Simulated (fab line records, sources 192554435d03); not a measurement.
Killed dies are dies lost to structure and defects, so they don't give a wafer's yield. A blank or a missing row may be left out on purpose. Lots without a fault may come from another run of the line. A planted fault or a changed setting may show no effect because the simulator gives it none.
Chamber matching | flow n5_finfet | N5_BEOL_M9_ETCH_62 on rie_diel-05: 4 sister chambers
The step etches SOC in N2/H2, target depth 110 nm, overetch 22 nm, time 165 s. 4 wafers are shown with their chamber, then 8 later ones without.

WAFERS WITH THEIR CHAMBER
wafer  | chamber | drypump_motor_current_A (A)
L083.3 | 0       | 6.1
L085.3 | 1       | 6.0
L085.6 | 3       | 5.8
L092.2 | 2       | 5.1

WAFERS WITHOUT THEIR CHAMBER
wafer  | drypump_motor_current_A (A)
L092.3 | 6.1
L092.6 | 5.0
L095.2 | 5.8
L095.4 | 5.0
L095.5 | 5.0
L097.1 | 5.1
L097.3 | 6.0
L097.4 | 6.1

WHICH CHAMBER EACH WENT THROUGH
wafer  | from the rows above     | in truth
L092.3 | can't be placed: 0 or 1 | 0
L092.6 | 2                       | 2
L095.2 | 3                       | 3
L095.4 | 2                       | 2
L095.5 | 2                       | 2
L097.1 | 2                       | 2
L097.3 | can't be placed: 1 or 0 | 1
L097.4 | can't be placed: 0 or 1 | 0
Placed correctly: 5 of 8. Can't be placed from these rows: 3 (the true chamber is among the candidates in 3). Placed wrongly: 0.
How it was worked out, from the rows above alone: a wafer's distance from a chamber is the root of the sum, over the readings, of the square of ((its reading less the chamber's mean) divided by the reading's scatter). The wafer belongs to the nearest chamber; if the next one is less than 2 further off, it can't be placed. A chamber's mean is the mean of its shown wafers. The scatter: with one shown wafer a chamber, the root of the mean of the squares of how far each hidden wafer lies from its nearest shown one.
